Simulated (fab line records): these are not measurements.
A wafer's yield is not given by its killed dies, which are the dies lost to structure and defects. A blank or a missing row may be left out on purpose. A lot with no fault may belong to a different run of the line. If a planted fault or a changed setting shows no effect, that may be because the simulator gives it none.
One fault through the eyes of 3 desks | flow n5-finfet | each desk has only its own numbers; what lay behind them comes last

## TOOL OWNER'S DESK, rie-diel-03
The tool's own readings at N5_BEOL_M3_ETCH_70 (etches SOC in N2/H2, target depth 80 nm, overetch 16 nm, time 120 s): means of the sampled wafers that have a number, for each lot that ran on this tool. Marked OUT: a lot whose mean sits more than 4 standard deviations from the usual mean, which makes it out of limits; the brackets give that distance.
Columns: A = drypump-motor-current-A at N5_BEOL_M3_ETCH_70, usual 5.9 A; B = oes-product-au at N5_BEOL_M3_ETCH_70, usual 0.59 a.u.; C = rf-vpp-V at N5_BEOL_M3_ETCH_70, usual 523.0 V; D = run-length-s at N5_BEOL_M3_ETCH_70, usual 143.5 s; E = showerhead-plenum-p-Torr at N5_BEOL_M3_ETCH_70, usual 2.51 Torr; F = throttle-valve-pct at N5_BEOL_M3_ETCH_70, usual 17.72 %
lot  | first seen here | A   | B    | C     | D               | E    | F
L960 | day 10 00:05    | 6.5 | 0.55 | 523.8 | 153.2 (+24) OUT | 2.54 | 17.82
L959 | day 10 03:38    | 5.8 | 0.62 | 525.6 | 148.9 (+13) OUT | 2.57 | 17.45
L967 | day 12 22:49    | 6.1 | 0.59 | 524.0 | 144.0           | 2.55 | 17.65
Finding of this desk: L959, L960 out of limits; the first was L960 at day 10 00:05, on run-length-s at N5_BEOL_M3_ETCH_70. L967: within limits.

## FROM THE METROLOGY DESK
Lot by lot, what the gauges showed, no matter which tool ran the lot: averages of those sampled wafers that carry a number. Marked OUT: a lot whose mean sits more than 4 standard deviations from the usual mean, which makes it out of limits; the brackets give that distance. Shown here are 7 of its 12 readings, the ones lying furthest out on some lot.
Columns: A = cd-nm at N5_BEOL_M3_CD_MEAS_28, usual 25.71 nm; B = V2_OVL at N5_BEOL_M3_OVL_MEAS_29, usual 0.4 nm; C = DIBL_N at N5_BEOL_M4_RC_MEAS_101, usual 36.3 mV/V; D = DIBL_P at N5_BEOL_M4_RC_MEAS_101, usual 36.3 mV/V; E = IOFF_P at N5_BEOL_M4_RC_MEAS_101, usual 0.21 nA/um; F = SS_P at N5_BEOL_M4_RC_MEAS_101, usual 73.3 mV/dec; G = VT_P at N5_BEOL_M4_RC_MEAS_101, usual -251 mV
lot  | first seen here | A     | B    | C    | D    | E    | F    | G
L950 | day 7 07:29     | 25.47 | 0.3  | 36.9 | 37.3 | 0.23 | 73.5 | -248
L960 | day 9 15:13     | 25.65 | 0.4  | 35.4 | 37.0 | 0.21 | 72.5 | -250
L959 | day 9 18:17     | 26.07 | 0.3  | 37.0 | 37.8 | 0.23 | 73.3 | -246
L966 | day 12 10:52    | 25.60 | 1.0  | 39.1 | 39.5 | 0.25 | 73.8 | -247
L968 | day 12 11:04    | 25.58 | -0.1 | 36.6 | 36.4 | 0.19 | 73.1 | -253
L967 | day 12 21:39    | 25.64 | 1.3  | 36.0 | 35.9 | 0.20 | 73.7 | -251
This desk's verdict: no lot among the 6 shows anything out of limits.

## THE DEFECT DESK
Inspection counts along the route, by lot: the mean over sampled wafers that carry a number. Marked OUT: a lot whose mean sits more than 4 standard deviations from the usual mean, which makes it out of limits; the brackets give that distance.
Columns: A = raw-defect-count at N5_BEOL_M3_INSPECT_30, usual 415
lot  | first seen here | A
L950 | day 7 07:35     | 479
L960 | day 9 15:19     | 558
L959 | day 9 18:23     | 298
L966 | day 12 10:56    | 475
L968 | day 12 11:10    | 383
L967 | day 12 21:44    | 312
This desk's verdict: no lot among the 6 shows anything out of limits.

## TAKEN TOGETHER
At day 10 00:05, on L959, L960, the tool owner's desk was in a position to raise an alarm.
Metrology desk: nothing out of limits seen.
Nothing the defect desk looked at was out of limits.
The metrology desk has L959, L960 on record, within its limits.
The defect desk has L959, L960 on record, within its limits.
The lots listed all ran N5_BEOL_M3_ETCH_70 on rie-diel-03.

## WHAT THE SIMULATOR HAD INSERTED
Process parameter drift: rie-diel-03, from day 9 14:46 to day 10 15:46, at N5_BEOL_M3_ETCH_70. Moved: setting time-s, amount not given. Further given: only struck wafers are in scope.
Shown lots that were struck: L959, L960.
Time in hours from fault onset to the first out-of-limits reading at each desk: the tool owner's desk, 9.
